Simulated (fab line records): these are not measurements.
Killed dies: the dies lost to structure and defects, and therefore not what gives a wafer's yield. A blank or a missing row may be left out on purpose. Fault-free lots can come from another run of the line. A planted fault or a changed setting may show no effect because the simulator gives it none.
Chamber matching + flow nand-harc + 4 sister chambers for NHARC_A_CHANNEL_FILL_D1_ALD_02 on ald-hk-04
The step deposits SiO2, target thk 6 nm, pulse time 10 s, ald cycles 60. 4 wafers are shown with their chamber, then 9 later ones without.

## WAFERS, EACH WITH ITS CHAMBER
| wafer  | chamber | heater-power-w (W) |
|--------|---------|--------------------|
| L082.1 | 2       | 400                |
| L084.5 | 3       | 450                |
| L090.4 | 0       | 442                |
| L090.6 | 1       | 409                |

## WAFERS WITH NO CHAMBER GIVEN
| wafer  | heater-power-w (W) |
|--------|--------------------|
| L092.2 | 408                |
| L092.3 | 454                |
| L092.6 | 414                |
| L093.1 | 397                |
| L093.3 | 437                |
| L093.5 | 442                |
| L094.2 | 412                |
| L094.4 | 411                |
| L094.6 | 437                |

## CHAMBER TAKEN BY EACH
| wafer  | from the rows above     | in truth                   |
|--------|-------------------------|----------------------------|
| L092.2 | can't be placed: 1 or 2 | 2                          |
| L092.3 | 3                       | 3                          |
| L092.6 | 1                       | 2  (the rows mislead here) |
| L093.1 | 2                       | 2                          |
| L093.3 | 0                       | 0                          |
| L093.5 | 0                       | 0                          |
| L094.2 | 1                       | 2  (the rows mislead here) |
| L094.4 | 1                       | 1                          |
| L094.6 | 0                       | 0                          |
Correctly placed: 6 of 9. From these rows, 1 cannot be placed; in 1 the true chamber is one of the candidates. Wrongly placed: 2.
How it was worked out, from the rows above alone: a wafer's distance from a chamber is the root of the sum, over the readings, of the square of ((its reading less the chamber's mean) divided by the reading's scatter). If the next closest chamber is less than 2 further off than the closest, the wafer can't be placed; otherwise it belongs to the closest. Each chamber's mean is taken over the wafers shown for it. The scatter: root of mean squared gap, hidden wafer to nearest shown wafer, with one shown wafer a chamber.
